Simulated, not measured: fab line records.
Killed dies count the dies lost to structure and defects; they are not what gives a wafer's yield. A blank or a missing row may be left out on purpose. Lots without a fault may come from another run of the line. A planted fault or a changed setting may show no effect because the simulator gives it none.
Which tool did it?	flow n5 finfet	12 lots, 36 wafers sampled, at 3 steps of a route of 1938

WHAT EACH GAUGE READ, for each wafer
N5_BEOL_M14_INSPECT_12: inspects for defects (macro).
lot	measured	on	raw defect count
L076	day 12 01:32	defect inspect-01	2 2 1
L077	day 12 21:11	defect inspect-01	4 0 1
L079	day 13 04:54	defect inspect-02	3 4 2
L082	day 13 19:49	defect inspect-01	3 2 2
L083	day 14 00:14	defect inspect-01	2 1 3
L085	day 14 12:27	defect inspect-01	0 0 3
L086	day 14 21:50	defect inspect-01	3 1 2
L090	day 15 09:07	defect inspect-02	0 1 2
L092	day 16 02:54	defect inspect-01	3 0 4
L091	day 16 20:07	defect inspect-01	3 2 4
L094	day 16 23:43	defect inspect-01	2 2 3
L097	day 17 11:23	defect inspect-02	2 2 3

WHAT TOOL EACH LOT RAN ON (gives the tool, then ch and the chambers of the sampled wafers, and finally the start)
lot	N5_BEOL_M13_SPUTTER_43	N5_BEOL_M13_SPUTTER_44
L076	pvd sputter-02, day 11 23:44	pvd sputter-02, day 11 23:49
L077	pvd sputter-01, day 12 18:49	pvd sputter-01, day 12 18:53
L079	pvd sputter-03, day 13 02:43	pvd sputter-03, day 13 02:47
L082	pvd sputter-03, day 13 17:49	pvd sputter-03, day 13 17:54
L083	pvd sputter-03, day 13 22:23	pvd sputter-03, day 13 22:28
L085	pvd sputter-01, day 14 09:41	pvd sputter-01, day 14 09:46
L086	pvd sputter-01, day 14 19:59	pvd sputter-01, day 14 20:04
L090	pvd sputter-02, day 15 07:13	pvd sputter-02, day 15 07:17
L092	pvd sputter-01, day 16 01:00	pvd sputter-01, day 16 01:05
L091	pvd sputter-02, day 16 18:20	pvd sputter-02, day 16 18:25
L094	pvd sputter-02, day 16 21:25	pvd sputter-02, day 16 21:30
L097	pvd sputter-01, day 17 08:43	pvd sputter-01, day 17 08:48
- N5_BEOL_M13_SPUTTER_43: material TaN, target thk 15 nm, time 24.19 s.
- N5_BEOL_M13_SPUTTER_44: material Ta, target thk 10 nm, time 16.13 s.

THE ANSWER, worked out from the rows above alone
Rule: usual is defined by the lots themselves. Put in order of their means at a reading, lots are off if they are a third of the lots or fewer, leave a main group of 4 or more, and stand apart from it by a gap of 3 or more times the standard deviation of the main group's means; of several such gaps the widest counts. The tables above print the reading to a certain number of digits; a main group whose means all agree to those digits is not used. Also off: a lot with no number at a reading for which 4 or more lots have one. All remaining lots with rows at the step are treated as sound.
No lot is off on any of the readings shown, so nothing can be concluded from this.

WHAT THE SIMULATOR PUT IN
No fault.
